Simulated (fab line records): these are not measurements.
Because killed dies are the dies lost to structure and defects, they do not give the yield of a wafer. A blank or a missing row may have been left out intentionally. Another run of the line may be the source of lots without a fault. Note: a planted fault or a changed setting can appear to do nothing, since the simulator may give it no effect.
Chamber matching :: flow n5-finfet :: N5_FIN_SAQP_DESCUM_21 on rie-diel-06 has 4 sister chambers
The step chemistry O2, time 7.9 s. 14 wafers are shown with their chamber, then 7 later ones without.

WAFERS PAIRED WITH THEIR CHAMBERS
wafer: L080.1
chamber: 2
throttle-valve-pct (%): 20.12
showerhead-plenum-p-Torr (Torr): 2.14
drypump-motor-current-A (A): 5.3

wafer: L080.2
chamber: 1
throttle-valve-pct (%): 20.63
showerhead-plenum-p-Torr (Torr): 1.97
drypump-motor-current-A (A): 5.7

wafer: L080.6
chamber: 2
throttle-valve-pct (%): 20.14
showerhead-plenum-p-Torr (Torr): 2.14
drypump-motor-current-A (A): 5.3

wafer: L081.2
chamber: 0
throttle-valve-pct (%): 20.84
showerhead-plenum-p-Torr (Torr): 2.03
drypump-motor-current-A (A): 6.0

wafer: L081.4
chamber: 0
throttle-valve-pct (%): 20.86
showerhead-plenum-p-Torr (Torr): 2.03
drypump-motor-current-A (A): 6.0

wafer: L081.5
chamber: 2
throttle-valve-pct (%): 20.14
showerhead-plenum-p-Torr (Torr): 2.14
drypump-motor-current-A (A): 5.3

wafer: L086.2
chamber: 2
throttle-valve-pct (%): 20.14
showerhead-plenum-p-Torr (Torr): 2.14
drypump-motor-current-A (A): 5.3

wafer: L086.4
chamber: 3
throttle-valve-pct (%): 20.22
showerhead-plenum-p-Torr (Torr): 2.10
drypump-motor-current-A (A): 6.0

wafer: L086.6
chamber: 3
throttle-valve-pct (%): 20.22
showerhead-plenum-p-Torr (Torr): 2.10
drypump-motor-current-A (A): 6.0

wafer: L087.1
chamber: 3
throttle-valve-pct (%): 20.23
showerhead-plenum-p-Torr (Torr): 2.10
drypump-motor-current-A (A): 6.0

wafer: L087.4
chamber: 0
throttle-valve-pct (%): 20.87
showerhead-plenum-p-Torr (Torr): 2.02
drypump-motor-current-A (A): 6.0

wafer: L087.6
chamber: 2
throttle-valve-pct (%): 20.14
showerhead-plenum-p-Torr (Torr): 2.13
drypump-motor-current-A (A): 5.3

wafer: L088.2
chamber: 3
throttle-valve-pct (%): 20.22
showerhead-plenum-p-Torr (Torr): 2.10
drypump-motor-current-A (A): 6.0

wafer: L088.3
chamber: 0
throttle-valve-pct (%): 20.88
showerhead-plenum-p-Torr (Torr): 2.02
drypump-motor-current-A (A): 6.1

SIGNATURES (means of the wafers above)
reading: throttle-valve-pct
chamber 0: 20.8625
chamber 1: 20.6300
chamber 2: 20.1360
chamber 3: 20.2225
scatter within a chamber: 0.0113

reading: showerhead-plenum-p-Torr
chamber 0: 2.0250
chamber 1: 1.9700
chamber 2: 2.1380
chamber 3: 2.1000
scatter within a chamber: 0.00424

reading: drypump-motor-current-A
chamber 0: 6.025
chamber 1: 5.700
chamber 2: 5.300
chamber 3: 6.000
scatter within a chamber: 0.0274
Rule: for each reading, subtract the chamber's mean from the wafer's reading, divide by that reading's scatter and square the result; add these up over the readings and take the root, which gives the wafer's distance from the chamber. The wafer belongs to the nearest chamber; if the next one is less than 2 further off, it can't be placed. The scatter is the square root of a quotient: the sum, over the shown wafers, of each reading's squared deviation from its chamber's mean, divided by wafers minus chambers.

WAFERS WHOSE CHAMBER IS MISSING
wafer: L088.4
throttle-valve-pct (%): 20.15
showerhead-plenum-p-Torr (Torr): 2.13
drypump-motor-current-A (A): 5.3

wafer: L089.2
throttle-valve-pct (%): 20.66
showerhead-plenum-p-Torr (Torr): 1.97
drypump-motor-current-A (A): 5.7

wafer: L089.4
throttle-valve-pct (%): 20.88
showerhead-plenum-p-Torr (Torr): 2.02
drypump-motor-current-A (A): 6.0

wafer: L089.6
throttle-valve-pct (%): 20.88
showerhead-plenum-p-Torr (Torr): 2.02
drypump-motor-current-A (A): 6.1

wafer: L092.2
throttle-valve-pct (%): 20.69
showerhead-plenum-p-Torr (Torr): 1.97
drypump-motor-current-A (A): 5.7

wafer: L092.3
throttle-valve-pct (%): 20.16
showerhead-plenum-p-Torr (Torr): 2.13
drypump-motor-current-A (A): 5.3

wafer: L092.4
throttle-valve-pct (%): 20.23
showerhead-plenum-p-Torr (Torr): 2.10
drypump-motor-current-A (A): 6.0

WHICH CHAMBER EACH ONE RAN IN
wafer: L088.4
from the rows above: 2
in truth: 2

wafer: L089.2
from the rows above: 1
in truth: 1

wafer: L089.4
from the rows above: 0
in truth: 0

wafer: L089.6
from the rows above: 0
in truth: 0

wafer: L092.2
from the rows above: 1
in truth: 1

wafer: L092.3
from the rows above: 2
in truth: 2

wafer: L092.4
from the rows above: 3
in truth: 3
7 of 7 placed correctly. Number that these rows cannot place: 0. Wrongly placed: 0.
